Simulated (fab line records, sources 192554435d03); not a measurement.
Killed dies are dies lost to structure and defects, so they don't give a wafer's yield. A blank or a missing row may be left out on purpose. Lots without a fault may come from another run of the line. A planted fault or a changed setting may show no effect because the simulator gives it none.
A struck lot beside a sound one | flow n5_finfet | 40 steps out of a route of 1938
Sound: wafers L528.1, L528.4, L528.6. Struck: wafer L515.6. The cause comes at the end.
At each step with rows: each side's tool, then ch and its chambers, then its first start. Under that, the readings that differ: sound wafers | struck wafers | difference of the means | sigmas: that difference in standard deviations of wafers without a fault.
alike: readings whose means differ by less than 2 such deviations, and words and numbers that are the same on both sides. not compared: withheld readings, readings that some wafer has no value for, bounds like >300 that may hide the same value, and numbers for which the record gives no deviation and whose values overlap.
The two part at a step that has a row with sigmas, a row that says differs or no value, or rows on one side only. Numbers that don't overlap but have no deviation are shown without sigmas and don't part them. A reading that every wafer of one side lacks parts them only if that side has two wafers or more.

first, 12 steps without rows for these wafers: N5_MOL_CONTACT_COAG_PRECLEAN_111 (cleans in NF3:NH3, afs cycles 1, time 20 s, sublimation time 60 s); N5_MOL_CONTACT_COAG_TI_SIL_19 (material Ti, target thk 4.2 nm, time 15 s); N5_MOL_CONTACT_COAG_ALD_20 (deposits TiN, target thk 1.5 nm, pulse time 1 s, purge time 3 s); N5_MOL_CONTACT_COAG_SIL_ANNEAL_21 (time 60 s); N5_MOL_CONTACT_COAG_PRE_CLEAN_141 (time 60 s); N5_MOL_CONTACT_COAG_SPUTTER_143 (material Co, target thk 2.5 nm); N5_MOL_CONTACT_COAG_CO_FILL_22 (material Co, precursor CCTBA/H2, target thk 20 nm); N5_MOL_CONTACT_COAG_ANNEAL_113 (time 300 s); N5_MOL_CONTACT_COAG_PRE_CLEAN_142 (time 60 s); N5_MOL_CONTACT_COAG_SPUTTER_130 (material Co, target thk 47.5 nm); N5_MOL_CONTACT_COAG_PRECLEAN_125 (cleans in DIW, time 57.5 s); N5_MOL_CONTACT_COAG_SRD_126 (dry time 32 s).
N5_MOL_CONTACT_COAG_CMP_23: polishes, stops on SiO2, t overpolish 1.5 s, target thk 0 nm.
  sound on cmp-04 ch 1,2,3, day 10 02:45; struck on cmp-03 ch 0, day 6 23:35
  reading                 | sound             | struck | difference | sigmas
  head_pressure_psi (psi) | 2.004 1.999 2.004 | 1.830  | -0.172     | -43
  platen_rpm (rpm)        | 50.19 50.35 50.28 | 50.35  | +0.08      | +2
  alike: motor_current_A, overpolish_run_s, slurry_filter_dp_kPa, time_to_endpoint_s
then, 4 steps without rows for these wafers: N5_MOL_CONTACT_COAG_WET_ETCH_26 (target Co, target depth 13 nm); N5_MOL_CONTACT_COAG_WET_ETCH_116 (etches the open film in SC1-inhibited, target depth 4.6 nm, rinse time 30 s); N5_MOL_CONTACT_COAG_ALD_27 (deposits SiOC, target thk 17 nm, pulse time 1.5 s, time 2720 s); N5_MOL_CONTACT_COAG_CMP_28 (polishes, stops on SiNx, t overpolish 0.85 s, target thk 14.522 nm).
N5_MOL_CONTACT_COAG_THK_MEAS_29:
  sound on film_metro-02, day 10 05:28; struck on film_metro-02, day 7 02:07
  reading         | sound             | struck | difference | sigmas
  MD_CAP_THK (nm) | 17.80 18.02 18.04 | 18.13  | +0.18      | +2
then, 19 steps without rows for these wafers: N5_MOL_CONTACT_COAG_ALD_123 (deposits SiNx, target thk 5 nm, pulse time 1 s, purge time 2 s); N5_MOL_CONTACT_COAG_PECVD_31 (deposits SiO2 from TEOS/O2, target thk 46 nm, time 8.9 s); N5_MOL_CONTACT_COAG_COAT_75 (time 60 s, resist thk 60 nm); N5_MOL_CONTACT_COAG_COAT_76 (time 60 s, resist thk 10 nm); N5_MOL_CONTACT_COAG_COAT_77 (time 60 s, resist thk 10 nm); N5_MOL_CONTACT_COAG_COAT_78 (resist thk 40 nm); N5_MOL_CONTACT_COAG_EBR_80; N5_MOL_CONTACT_COAG_SOFTBAKE_79 (time 60 s); N5_MOL_CONTACT_COAG_EXPOSE_81 (exposes mask VG, defocus 0 nm); N5_MOL_CONTACT_COAG_PEB_82 (peb time 60 s); N5_MOL_CONTACT_COAG_DEVELOP_83 (develop time 30 s); N5_MOL_CONTACT_COAG_DESCUM_88 (chemistry O2, time 7 s); N5_MOL_CONTACT_COAG_ETCH_89 (etches underlayer in N2/H2, target depth 13 nm, time 10.4 s); N5_MOL_CONTACT_COAG_ETCH_90 (etches SiARC in CF4, target depth 13 nm, time 21.7 s); N5_MOL_CONTACT_COAG_ALD_131 (deposits SiO2, target thk 5 nm, pulse time 1 s, co reactant pulse time 1 s); N5_MOL_CONTACT_COAG_ETCHBACK_132 (etches SiO2 in CHF3, target depth 10 nm, time 6.7 s); N5_MOL_CONTACT_COAG_ETCH_91 (etches SOC in N2/H2, target depth 60 nm, overetch 21 nm, time 101.2 s); N5_MOL_CONTACT_COAG_STRIP_92 (strips in N2/H2); N5_MOL_CONTACT_COAG_STRIP_93 (strips in N2/H2).
N5_MOL_CONTACT_COAG_ETCH_47: etches SiNx in CH3F/O2, stops on W, target depth 27 nm.
  sound on rie_diel-02 ch 1,2, day 10 09:51; struck on rie_diel-01 ch 2, day 7 03:51
  reading                         | sound             | struck | difference | sigmas
  rf_vpp_V (V)                    | 297 286 297       | 307    | +14        | +2
  showerhead_plenum_p_Torr (Torr) | 1.93 1.89 1.93    | 2.14   | +0.22      | +3
  model.etch.depth_nm (nm)        | 17.85 18.02 18.05 | 18.12  | +0.15      |
  alike: chamber_pressure_mTorr, drypump_motor_current_A, etch_rf_on_time_s, oes_product_au, throttle_valve_pct
  not compared: rf_hours_counter_h
-- the record jumps here: 4 days lie between the struck wafers' starts before and after (it left off in module MOL_CONTACT_COAG and takes up again in module BEOL_M4, whose first step shown is number 1111 of the route) --
N5_BEOL_M4_RC_MEAS_101:
  sound on prober-02 ch 0, day 13 14:20; struck on prober-02 ch 0, day 10 18:23
  reading           | sound          | struck | difference | sigmas
  RS_NWELL (ohm/sq) | 1027 1043 1028 | 1951   | +918       | +99 or more
  VT_P (mV)         | -247 -249 -241 | -254   | -8         | -2
  alike: DIBL_N, DIBL_P, IOFF_N, IOFF_P, ION_N, ION_P, SS_N, SS_P, VT_N
then, 1 step without rows for these wafers: N5_PASSIVATION_PROBE_49.

WHERE THEY PART
First at N5_MOL_CONTACT_COAG_CMP_23; last, within this record, at N5_BEOL_M4_RC_MEAS_101.

WHY: what the simulator had put in
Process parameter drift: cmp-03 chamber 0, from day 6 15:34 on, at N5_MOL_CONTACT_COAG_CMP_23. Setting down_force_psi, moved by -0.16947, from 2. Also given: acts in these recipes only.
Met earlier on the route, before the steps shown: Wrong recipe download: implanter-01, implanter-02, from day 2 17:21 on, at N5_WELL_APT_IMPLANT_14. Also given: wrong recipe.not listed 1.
